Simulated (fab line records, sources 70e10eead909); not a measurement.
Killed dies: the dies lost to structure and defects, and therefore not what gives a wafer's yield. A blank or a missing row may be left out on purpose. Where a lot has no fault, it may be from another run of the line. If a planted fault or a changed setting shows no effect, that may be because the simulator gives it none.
Commonality check across tools | flow nandHarc | 39 wafers sampled across 11 lots

== REASON IT WAS OPENED ==
On 2 of the 11 lots, a flag is raised at NHARC_P_GATE_CD_MEAS_26 on the reading cdNm. No-fault wafers: 119.7 nm, standard deviation 0.79.
Rule: a lot gets a flag if all its wafers with a number sit over 4 standard deviations from that mean, or if no wafer of it has a number. The other lots count as sound.

lot  | measured     | on       | cdNm (nm), wafer by wafer           | flag
L852 | day 4 21:57  | cdSem-02 | 120.2 119.6 120.3                   | 
L853 | day 4 22:44  | cdSem-02 | 119.7 121.1 120.1                   | 
L854 | day 5 02:26  | cdSem-01 | 119.9 119.4 120.1                   | 
L857 | day 5 18:55  | cdSem-01 | 119.9 120.7 120.2                   | 
L861 | day 6 23:35  | cdSem-01 | 129.6 129.0 130.3 129.6 129.1 129.8 | FLAGGED
L862 | day 7 03:39  | cdSem-03 | 130.1 129.7 130.6 130.3 130.3 130.3 | FLAGGED
L865 | day 7 19:35  | cdSem-03 | 119.7 119.5 120.2                   | 
L866 | day 8 02:52  | cdSem-02 | 120.0 120.1 120.6                   | 
L872 | day 9 09:28  | cdSem-02 | 119.7 119.4 120.5                   | 
L873 | day 10 03:56 | cdSem-02 | 120.4 119.6 120.3                   | 
L875 | day 10 13:14 | cdSem-01 | 119.9 119.4 119.5                   | 
Average over the flagged lots: 129.9 nm; offset from the usual +10.2 nm, equal to +13 standard deviations.

== WHICH TOOL RAN EACH LOT ==
Before the reading, the record contains 2 process steps out of a 1159-step route. Cell contents, in order: the tool; ch with the chambers the sampled wafers went through; the start.
lot  | flag    | NHARC_P_STI_ETCH_42              | NHARC_P_GATE_PEB_24
L852 |         | rieDiel-12 ch 1,2,3, day 2 15:23 | lithoTrack-06 ch 0, day 4 21:52
L853 |         | rieDiel-09 ch 1,2,3, day 2 15:31 | lithoTrack-06 ch 0, day 4 22:39
L854 |         | rieDiel-10 ch 0,1,2, day 2 23:34 | lithoTrack-04 ch 0, day 5 02:21
L857 |         | rieDiel-09 ch 0,1,3, day 3 17:16 | lithoTrack-04 ch 0, day 5 18:50
L861 | FLAGGED | rieDiel-10 ch 1,2,3, day 4 17:20 | lithoTrack-01 ch 0, day 6 23:31
L862 | FLAGGED | rieDiel-12 ch 0,1,3, day 4 22:53 | lithoTrack-01 ch 0, day 7 03:34
L865 |         | rieDiel-12 ch 0,2,3, day 5 18:47 | lithoTrack-06 ch 0, day 7 19:31
L866 |         | rieDiel-10 ch 0,1, day 5 23:25   | lithoTrack-06 ch 0, day 8 02:47
L872 |         | rieDiel-09 ch 1,2, day 7 07:41   | lithoTrack-06 ch 0, day 9 09:23
L873 |         | rieDiel-10 ch 2,3, day 7 18:58   | lithoTrack-04 ch 0, day 10 03:51
L875 |         | rieDiel-12 ch 0,1,3, day 8 05:02 | lithoTrack-04 ch 0, day 10 13:09
What is done by these steps:
- NHARC_P_STI_ETCH_42: etches the open film in N2/H2, target depth 80 nm, overetch 24 nm, time 61 s.
- NHARC_P_GATE_PEB_24: peb time 65 s.
- NHARC_P_GATE_CD_MEAS_26: target cd 120 nm.

== FLAGGED OVER TOTAL, TOOL BY TOOL (the gauges that took the reading come last) ==
step                    | tool          | lots run | flagged | share of the flagged lots | sound lots run after its first flagged lot
NHARC_P_STI_ETCH_42     | rieDiel-09    | 3        | 0       | none                      | -
NHARC_P_STI_ETCH_42     | rieDiel-10    | 4        | 1       | some                      | 2 (L866,L873)
NHARC_P_STI_ETCH_42     | rieDiel-12    | 4        | 1       | some                      | 2 (L865,L875)
NHARC_P_GATE_PEB_24     | lithoTrack-01 | 2        | 2       | all                       | 0
NHARC_P_GATE_PEB_24     | lithoTrack-04 | 4        | 0       | none                      | -
NHARC_P_GATE_PEB_24     | lithoTrack-06 | 5        | 0       | none                      | -
NHARC_P_GATE_CD_MEAS_26 | cdSem-01      | 4        | 1       | some                      | 1 (L875)
NHARC_P_GATE_CD_MEAS_26 | cdSem-02      | 5        | 0       | none                      | -
NHARC_P_GATE_CD_MEAS_26 | cdSem-03      | 2        | 1       | some                      | 1 (L865)

== WHAT THE TABLE ALLOWS ==
Rows of the table that ran each flagged lot: 1, that is lithoTrack-01 at NHARC_P_GATE_PEB_24.
- lithoTrack-01 at NHARC_P_GATE_PEB_24 ran 2 lots, 2 of them flagged. It ran no sound lot before its first flagged lot in this sample, so the start can't be narrowed down. Its own readings (heaterPowerTotalW, plateTempC) fall more than 4 standard deviations out on all wafers of the flagged lots.
Just one tool remains: lithoTrack-01 at NHARC_P_GATE_PEB_24.

== WHAT WAS PUT IN BY THE SIMULATOR ==
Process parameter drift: lithoTrack-01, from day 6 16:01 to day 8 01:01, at NHARC_P_GATE_PEB_24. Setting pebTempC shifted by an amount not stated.
Lots struck among those shown: L861, L862. Same finding as the rule above.
